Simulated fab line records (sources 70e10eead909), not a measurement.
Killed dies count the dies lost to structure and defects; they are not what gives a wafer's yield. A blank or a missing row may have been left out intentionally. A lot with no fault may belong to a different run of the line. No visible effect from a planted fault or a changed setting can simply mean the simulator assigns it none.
The tool behind it: which one? :: flow nand_harc :: 45 wafers from 15 lots sampled at 2 of the route's 1302 steps

== WHAT THE GAUGES READ, wafer by wafer ==
NHARC_P_M0_CD_MEAS_16. Usual: 90.0 nm for cd_nm, sd 0.83.
lot: L529
measured: day 5 21:42
on: cd_sem-01
cd_nm (nm): 89.3 89.0 89.5
flag: 

lot: L530
measured: day 6 12:47
on: cd_sem-03
cd_nm (nm): 90.7 90.1 89.9
flag: 

lot: L532
measured: day 7 07:19
on: cd_sem-02
cd_nm (nm): 90.4 90.0 89.8
flag: 

lot: L535
measured: day 8 11:01
on: cd_sem-01
cd_nm (nm): 89.9 89.5 89.2
flag: 

lot: L534
measured: day 8 12:20
on: cd_sem-01
cd_nm (nm): 90.2 89.0 89.8
flag: 

lot: L536
measured: day 8 22:34
on: cd_sem-03
cd_nm (nm): 90.7 90.3 92.0
flag: 

lot: L537
measured: day 9 15:39
on: cd_sem-02
cd_nm (nm): 90.6 90.1 89.6
flag: 

lot: L539
measured: day 10 10:09
on: cd_sem-02
cd_nm (nm): 91.2 90.1 90.1
flag: 

lot: L544
measured: day 12 03:23
on: cd_sem-03
cd_nm (nm): 91.0 88.3 92.0
flag: 

lot: L545
measured: day 12 20:32
on: cd_sem-02
cd_nm (nm): 89.0 89.6 88.9
flag: 

lot: L547
measured: day 13 15:33
on: cd_sem-03
cd_nm (nm): 90.2 89.4 90.5
flag: 

lot: L548
measured: day 13 20:02
on: cd_sem-02
cd_nm (nm): 90.6 89.4 89.6
flag: 

lot: L550
measured: day 14 13:59
on: cd_sem-02
cd_nm (nm): 89.7 90.0 90.2
flag: 

lot: L551
measured: day 15 05:12
on: cd_sem-03
cd_nm (nm): 89.7 89.8 89.8
flag: 

lot: L552
measured: day 15 12:57
on: cd_sem-03
cd_nm (nm): 91.3 91.6 91.4
flag: 

NHARC_P_M0_THK_MEAS_24: measures by xrf. Usual: 116.9 nm for thk_nm, sd 1.4.
lot: L529
measured: day 5 23:44
on: film_metro-02
thk_nm (nm): 117.6 116.3 119.5
flag: 

lot: L530
measured: day 6 14:50
on: film_metro-02
thk_nm (nm): 117.3 116.4 115.9
flag: 

lot: L532
measured: day 7 09:20
on: film_metro-02
thk_nm (nm): 117.0 116.9 115.8
flag: 

lot: L535
measured: day 8 13:02
on: film_metro-02
thk_nm (nm): 116.4 116.4 116.4
flag: 

lot: L534
measured: day 8 14:25
on: film_metro-01
thk_nm (nm): 117.0 116.5 116.6
flag: 

lot: L536
measured: day 9 00:34
on: film_metro-01
thk_nm (nm): 117.7 118.5 118.3
flag: 

lot: L537
measured: day 9 17:51
on: film_metro-02
thk_nm (nm): 116.4 116.7 114.7
flag: 

lot: L539
measured: day 10 12:12
on: film_metro-01
thk_nm (nm): 118.7 117.3 118.9
flag: 

lot: L544
measured: day 12 05:24
on: film_metro-02
thk_nm (nm): 116.3 117.2 119.6
flag: 

lot: L545
measured: day 12 22:32
on: film_metro-01
thk_nm (nm): 114.4 117.3 116.7
flag: 

lot: L547
measured: day 13 17:34
on: film_metro-01
thk_nm (nm): 118.9 118.6 116.7
flag: 

lot: L548
measured: day 13 22:03
on: film_metro-01
thk_nm (nm): 115.5 119.5 113.9
flag: 

lot: L550
measured: day 14 16:12
on: film_metro-02
thk_nm (nm): 118.3 117.4 114.6
flag: 

lot: L551
measured: day 15 07:13
on: film_metro-02
thk_nm (nm): 114.6 115.1 114.2
flag: 

lot: L552
measured: day 15 15:02
on: film_metro-02
thk_nm (nm): 115.5 118.7 118.8
flag: 

== TOOL THAT RAN EACH LOT (tool first, then ch and the chambers of the sampled wafers, then the start) ==
Record: no process step prior to these readings.

== AS READ BY THE TOOLS THEMSELVES (means over the sampled wafers that have a number; for cases with no such wafer, the mark the record gives instead) ==
The record holds no such reading with a usual standard deviation.

== THE ANSWER, worked out from the rows above alone ==
Rule: a lot is off if the mean of its wafers that have a number lies more than 3 standard deviations from the usual mean. A lot without any number at a reading at which 4 lots or more have one is off too. All remaining lots with rows at the step are treated as sound. After the gauges, taken in route order, come the tools' own readings; for these a lot's mean is taken, as printed above. The first step at which some lot is off is used, and at that step the reading that is off furthest; a lot without a number counts as furthest.
Nothing can be told from this: no lot is off at any reading shown.

== WHAT THE SIMULATOR HAD PUT IN ==
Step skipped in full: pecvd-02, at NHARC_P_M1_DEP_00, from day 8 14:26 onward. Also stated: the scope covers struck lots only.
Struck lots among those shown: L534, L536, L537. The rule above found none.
